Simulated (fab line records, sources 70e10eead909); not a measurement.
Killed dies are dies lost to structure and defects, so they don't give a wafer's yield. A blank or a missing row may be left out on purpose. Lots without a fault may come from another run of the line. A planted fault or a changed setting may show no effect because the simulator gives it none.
fab line records | flow nand_harc | part 2 of 2: steps 5 to 6 of 6
record lots=23 wafers=69 last_day=24
route steps=1159 shown A_CHANNEL_FILL_D1@508 A_STAIRCASE@533
lots that met no fault: from a run of the same line without faults
start_h: hours from the record's first day to the start of the lot's first wafer shown | wait_h: hours since the lot's step before | " the same as in the row above | L1.1+2: a row that stands for several wafers | - no value, or no start given | * or withheld: withheld | < > ~ a bound
route shown NAME@n: a module of which the file shows steps, and the number in the route of the first | usual: mean/standard deviation of fault-free wafers | same: alike in all rows | chamber/n: place in a boat | sites: the reading at each site | _std_site: their standard deviation | _edge_site: outer sites' mean less inner sites' | radius_mm: how far each site lies from the wafer's centre | mask NAME#n: copy n | behind: the tool/chamber that last shaped the wafer | hold: why the lot was held/for how many hours/how that ended | device: the transistor (n, p or np) that didn't switch | end of line: the same wafers' tests at the end of the route | a step without rows: its recipe alone | killed: dies lost to structure and defects at the first sort, not the wafer's yield | map: a wafer's dies, x killed, . not, _ none there
set.NAME: the setting as run; set.NAME@STEP: as run at that earlier step | model.NAME: the simulator's own value behind a step, which no gauge read
steps of the route over a sample of lots; a table a step, a row a wafer
services: from which hour (start_h, from the record's first day; less than 0 if before it) a tool's chamber was out of use, for how many hours, and why
## steps
# step NHARC_A_STAIRCASE_TRIM_200
# recipe time_s=211.2 o2_flow_sccm=500 ar_flow_sccm=0 bias_w=0 chemistry=O2
# usual drypump_motor_current_A=5.9/0.48 mfc_ar_sccm=0.006/0.011 oes_product_au=1.003/0.0095 rf_vpp_V=57.8/0.85 showerhead_plenum_p_Torr=3.50/0.12 throttle_valve_pct=17.036/0.0093
# columns lot.wafer tool chamber start_h wait_h drypump_motor_current_A mfc_ar_sccm oes_product_au rf_hours_counter_h rf_vpp_V showerhead_plenum_p_Torr throttle_valve_pct
L074.4 rie_diel-07 1 - - 5.8 0 1.009 5 57.6 3.34 17.049
L074.2 " 2 " " 5.8 0 0.992 5 57.6 3.68 17.052
L074.1 " 3 " " 6.4 0 0.998 5 58.1 3.61 17.036
L075.4 rie_diel-06 1 - - 6.0 0 0.997 1 58.3 3.43 17.048
L075.1 " 2 " " 5.0 0 0.993 1 58.0 3.61 17.040
L075.6 " 0 " " 5.6 0.003 0.994 - 57.2 3.31 17.053
L077.4 rie_diel-07 0 - - 6.6 0.032 1.012 7 56.7 3.40 17.041
L077.5 " 2 " " 5.8 0 1.005 - 60.0 3.68 17.034
L077.6 " 3 " " 6.4 0 1.013 - 57.3 3.60 17.017
L076.1 rie_diel-06 2 - - 5.0 0 0.996 8 58.6 3.61 17.043
L076.4 " 3 " " 6.1 0 0.994 7 56.4 3.58 17.021
L076.6 " 1 " " 6.1 0 0.985 - 55.6 3.43 17.056
L079.4 rie_diel-06 0 - - 5.6 0.003 0.996 8 56.5 3.30 17.037
L079.3 " 1 " " 6.1 0 0.993 8 57.9 3.43 17.036
L079.5 " 3 " " 6.1 0 1.017 - 57.5 3.58 17.043
L078.4 rie_diel-07 0 - - 6.5 0.032 1.014 13 57.9 3.40 17.036
L078.2 " 2 " " 5.8 0 0.999 13 58.6 3.68 17.017
L078.6 " 1 " " 5.8 0 1.024 - 57.3 3.34 17.037
L080.4 rie_diel-07 1 - - 5.8 0 1.012 14 57.6 3.34 17.048
L080.3 " 2 " " 5.8 0 1.001 13 57.5 3.68 17.039
L080.6 " 0 " " 6.5 0.032 1.007 - 58.0 3.40 17.041
L083.4 rie_diel-06 2 - - 5.0 0 0.990 14 58.4 3.61 17.042
L083.3 " 3 " " 6.1 0 1.004 15 58.5 3.57 17.034
L083.5 " 0 " " 5.6 0.003 0.994 - 57.7 3.30 17.031
L082.1 rie_diel-07 1 - - 5.8 0 1.019 23 56.8 3.33 17.025
L082.5 " 2 " " 5.8 0 0.995 - 58.5 3.67 17.031
L082.6 " 3 " " 6.4 0 1.003 - 58.2 3.60 17.038
L084.1 rie_diel-09 1 - - 5.8 0.029 0.988 13 57.9 3.58 17.061
L084.4 " 3 " " 6.3 0.009 0.997 16 56.5 3.58 17.042
L084.5 " 0 " " 4.9 0 0.991 - 59.3 3.51 17.022
L085.4 rie_diel-07 1 - - 5.8 0 1.024 27 57.0 3.33 17.026
L085.2 " 2 " " 5.8 0 1.003 26 58.9 3.67 17.044
L085.6 " 1 " " 5.8 0 1.026 - 56.3 3.33 17.024
L086.2 rie_diel-09 1 - - 5.7 0.029 1.000 18 56.7 3.58 17.024
L086.6 " 3 " " 6.4 0.009 1.002 - 58.5 3.58 17.052
L086.5 " 0 " " 4.8 0 1.009 - 58.3 3.51 17.041
L087.2 rie_diel-06 0 - - 5.6 0.003 1.005 27 58.4 3.29 17.012
L087.6 " 0 " " 5.6 0.003 1.001 - 57.6 3.29 17.035
L087.5 " 1 " " 6.0 0 1.002 - 57.2 3.42 17.017
L089.4 rie_diel-09 2 - - 6.2 0 1.003 23 58.6 3.59 17.037
L089.1 " 3 " " 6.4 0.009 0.998 27 58.6 3.58 17.038
L089.5 " 3 " " 6.4 0.009 0.989 - 56.7 3.58 17.032
L090.1 rie_diel-06 3 - - 6.1 0 0.993 24 57.2 3.57 17.035
L090.2 " 1 " " 6.0 0 0.990 34 57.7 3.42 17.043
L090.5 " 1 " " 6.0 0 0.991 - 58.2 3.42 17.031
L088.2 rie_diel-07 1 - - 5.8 0 1.016 44 57.5 3.32 17.036
L088.5 " 0 " " 6.5 0.032 1.013 - 55.8 3.38 17.031
L088.4 " 1 " " 5.8 0 1.007 - 58.0 3.32 17.055
L091.3 rie_diel-06 3 - - 6.1 0 1.000 30 58.5 3.56 17.033
L091.4 " 3 " " 6.1 0 0.998 - 58.3 3.56 17.038
L091.5 " 2 " " 5.0 0 1.006 - 57.3 3.59 17.031
L093.3 rie_diel-09 1 - - 5.8 0.029 0.989 31 58.2 3.58 17.039
L093.6 " 3 " " 6.3 0.009 0.988 - 57.3 3.57 17.026
L093.5 " 0 " " 4.8 0 0.993 - 57.7 3.50 17.040
L092.4 rie_diel-09 2 - - 6.2 0 1.010 31 57.4 3.59 17.043
L092.3 " 3 " " 6.3 0.009 0.997 35 58.1 3.57 17.037
L092.6 " 2 " " 6.2 0 1.005 - 58.7 3.59 17.037
L094.2 rie_diel-09 3 - - 6.3 0.009 0.991 37 58.4 3.57 17.040
L094.4 " 0 " " 4.8 0 1.013 38 58.0 3.50 17.037
L094.3 " 2 " " 6.2 0 1.004 32 59.2 3.59 17.022
L095.3 rie_diel-06 2 - - 5.0 0 1.009 44 57.4 3.59 17.053
L095.6 " 1 " " 6.0 0 0.993 - 56.7 3.41 17.035
L095.4 " 3 " " 6.1 0 1.001 - 56.4 3.56 17.029
L096.4 rie_diel-07 2 - - 5.8 0 1.002 42 57.3 3.66 17.048
L096.3 " 0 " " 6.5 0.032 1.013 53 56.5 3.38 17.031
L096.5 " 2 " " 5.8 0 1.009 - 57.2 3.66 17.031
L097.3 rie_diel-07 2 - - 5.7 0 1.014 49 58.3 3.65 17.042
L097.5 " 1 " " 5.7 0 1.007 - 56.6 3.31 17.037
L097.6 " 2 " " 5.8 0 1.006 - 58.6 3.65 17.047
# step NHARC_A_STAIRCASE_TRIM_224
# recipe time_s=211.2 o2_flow_sccm=500 ar_flow_sccm=0 bias_w=0 chemistry=O2
# usual drypump_motor_current_A=5.8/0.52 mfc_ar_sccm=0.005/0.01 oes_product_au=1.002/0.0076 rf_vpp_V=57.7/0.87 showerhead_plenum_p_Torr=3.51/0.11 throttle_valve_pct=17.036/0.0096
# columns lot.wafer tool chamber start_h wait_h drypump_motor_current_A mfc_ar_sccm oes_product_au rf_hours_counter_h rf_vpp_V showerhead_plenum_p_Torr throttle_valve_pct
L074.4 rie_diel-07 3 - - 6.3 0 1.004 6 58.5 3.60 17.037
L074.1 " 0 " " 6.5 0.032 1.008 6 58.4 3.40 17.021
L074.2 " 2 " " 5.8 0 1.015 7 57.9 3.68 17.047
L075.1 rie_diel-07 3 - - 6.4 0 1.014 8 58.6 3.60 17.047
L075.4 " 1 " " 5.8 0 1.017 8 58.1 3.34 17.042
L075.6 " 2 " " 5.7 0 0.992 - 57.9 3.68 17.034
L077.4 rie_diel-06 3 - - 6.1 0 1.007 5 58.2 3.58 17.041
L077.5 " 0 " " 5.6 0.003 0.995 - 57.9 3.30 17.029
L077.6 " 1 " " 6.1 0 0.997 - 57.9 3.43 17.029
L076.1 rie_diel-09 3 - - 6.4 0.009 1.001 1 59.6 3.59 17.042
L076.4 " 1 " " 5.8 0.029 1.012 1 58.2 3.59 17.022
L076.6 " 2 " " 6.2 0 0.995 - 58.7 3.60 17.042
L079.3 rie_diel-07 2 - - 5.7 0 0.997 14 57.9 3.67 17.033
L079.4 " 0 " " 6.5 0.032 1.011 14 56.9 3.40 17.038
L079.5 " 2 " " 5.7 0 0.995 - 58.0 3.67 17.037
L078.4 rie_diel-09 2 - - 6.2 0 1.018 3 57.1 3.60 17.019
L078.2 " 1 " " 5.8 0.029 1.006 3 57.9 3.59 17.033
L078.6 " 2 " " 6.2 0 1.015 - 56.6 3.60 17.048
L080.4 rie_diel-07 2 - - 5.8 0 0.991 15 57.7 3.67 17.028
L080.3 " 3 " " 6.4 0 1.007 14 58.3 3.60 17.029
L080.6 " 1 " " 5.7 0 1.005 - 57.4 3.34 17.037
L083.3 rie_diel-06 3 - - 6.1 0 1.011 15 57.5 3.57 17.028
L083.4 " 0 " " 5.6 0.003 1.004 16 58.1 3.30 17.028
L083.5 " 3 " " 6.1 0 1.007 - 56.2 3.57 17.034
L082.1 rie_diel-09 3 - - 6.4 0.009 0.996 13 59.2 3.58 17.027
L082.6 " 1 " " 5.8 0.029 0.996 - 56.9 3.59 17.047
L082.5 " 3 " " 6.4 0.009 1.006 - 57.0 3.58 17.035
L084.1 rie_diel-06 1 - - 6.1 0 1.007 22 58.4 3.42 17.053
L084.5 " 2 " " 5.0 0 1.012 - 58.6 3.60 17.036
L084.4 " 1 " " 6.1 0 1.001 - 58.1 3.42 17.045
L085.2 rie_diel-06 2 - - 5.0 0 1.008 22 57.8 3.60 17.023
L085.6 " 1 " " 6.0 0 0.993 - 58.2 3.42 17.041
L085.4 " 2 " " 5.0 0 0.997 - 57.6 3.60 17.032
L086.2 rie_diel-06 1 - - 6.1 0 1.004 28 57.7 3.42 17.040
L086.6 " 0 " " 5.7 0.003 1.000 - 55.5 3.29 17.035
L086.5 " 1 " " 6.0 0 0.999 - 56.8 3.42 17.042
L087.2 rie_diel-09 2 - - 6.2 0 1.001 18 57.4 3.59 17.042
L087.5 " 3 " " 6.4 0.009 0.993 - 57.6 3.58 17.028
L087.6 " 0 " " 4.8 0 1.001 - 58.9 3.51 17.034
L089.1 rie_diel-06 1 - - 6.1 0 0.986 35 56.9 3.42 17.033
L089.5 " 3 " " 6.1 0 1.001 - 58.2 3.57 17.037
L089.4 " 1 " " 6.1 0 0.981 - 57.9 3.42 17.023
L090.1 rie_diel-09 2 - - 6.2 0 1.010 24 57.8 3.59 17.046
L090.2 " 3 " " 6.3 0.009 0.992 28 57.1 3.58 17.024
L090.5 " 2 " " 6.2 0 0.996 - 56.6 3.59 17.041
L088.2 rie_diel-06 3 - - 6.1 0 0.993 30 57.6 3.56 17.037
L088.4 " 1 " " 6.0 0 0.989 - 57.2 3.41 17.036
L088.5 " 3 " " 6.1 0 1.000 - 59.0 3.56 17.021
L091.3 rie_diel-06 3 - - 6.1 0 1.004 32 58.5 3.56 17.037
L091.4 " 1 " " 6.1 0 0.998 - 58.1 3.41 17.034
L091.5 " 2 " " 5.0 0 1.005 - 59.0 3.59 17.026
L093.3 rie_diel-06 3 - - 6.1 0 1.001 32 57.6 3.56 17.020
L093.5 " 3 " " 6.1 0 0.999 - 57.6 3.56 17.053
L093.6 " 1 " " 6.0 0 0.988 - 56.8 3.41 17.032
L092.4 rie_diel-07 1 - - 5.7 0 1.003 50 57.5 3.32 17.041
L092.3 " 2 " " 5.7 0 1.002 39 58.7 3.66 17.020
L092.6 " 3 " " 6.4 0 1.002 - 57.8 3.58 17.052
L094.4 rie_diel-07 0 - - 6.5 0.032 1.011 51 58.3 3.38 17.034
L094.2 " 2 " " 5.7 0 1.006 41 58.0 3.66 17.051
L094.3 " 3 " " 6.3 0 1.005 48 57.0 3.58 17.040
L095.3 rie_diel-09 0 - - 4.8 0 1.002 41 58.3 3.50 17.036
L095.6 " 1 " " 5.8 0.029 0.994 - 58.1 3.57 17.036
L095.4 " 2 " " 6.2 0 1.009 - 59.3 3.58 17.045
L096.3 rie_diel-09 2 - - 6.2 0 1.000 38 57.3 3.58 17.031
L096.4 " 2 " " 6.2 0 1.009 - 57.4 3.58 17.035
L096.5 " 0 " " 4.8 0 1.002 - 56.7 3.49 17.029
L097.3 rie_diel-06 1 - - 6.1 0 0.992 57 57.8 3.40 17.041
L097.6 " 2 " " 5.0 0 1.004 - 58.5 3.58 17.039
L097.5 " 3 " " 6.1 0 0.998 - 55.9 3.56 17.039
## services
# columns tool chamber start_h hours kind
rie_diel-09 - 214.98 1.6 repair
rie_diel-04 - 222.09 0.6 repair
rie_diel-07 - 228.36 9.0 pm
rie_diel-13 - 232.58 0.3 repair
rie_diel-09 - 240.67 0.8 repair
rie_diel-06 - 242.47 9.0 pm
rie_diel-13 2 250.93 8.0 repair
rie_diel-09 - 254.11 9.0 pm
rie_diel-06 - 275.48 0.3 repair
rie_diel-13 - 276.00 9.0 pm
plasma_asher-01 - 276.57 9.0 pm
rie_diel-09 1 282.27 4.0 repair
rie_diel-09 2 285.48 8.2 repair
rie_diel-04 - 288.92 9.0 pm
rie_diel-06 3 291.21 21.8 repair
rie_diel-07 1 310.76 2.2 repair
rie_diel-06 3 326.38 3.6 repair
rie_diel-06 0 328.72 43.8 repair
rie_diel-07 2 340.48 15.5 repair
plasma_asher-02 - 360.24 9.0 pm
rie_diel-09 3 360.57 16.6 repair
rie_diel-07 0 369.47 11.3 repair
rie_diel-07 - 372.31 0.6 repair
rie_diel-06 2 374.46 8.7 repair
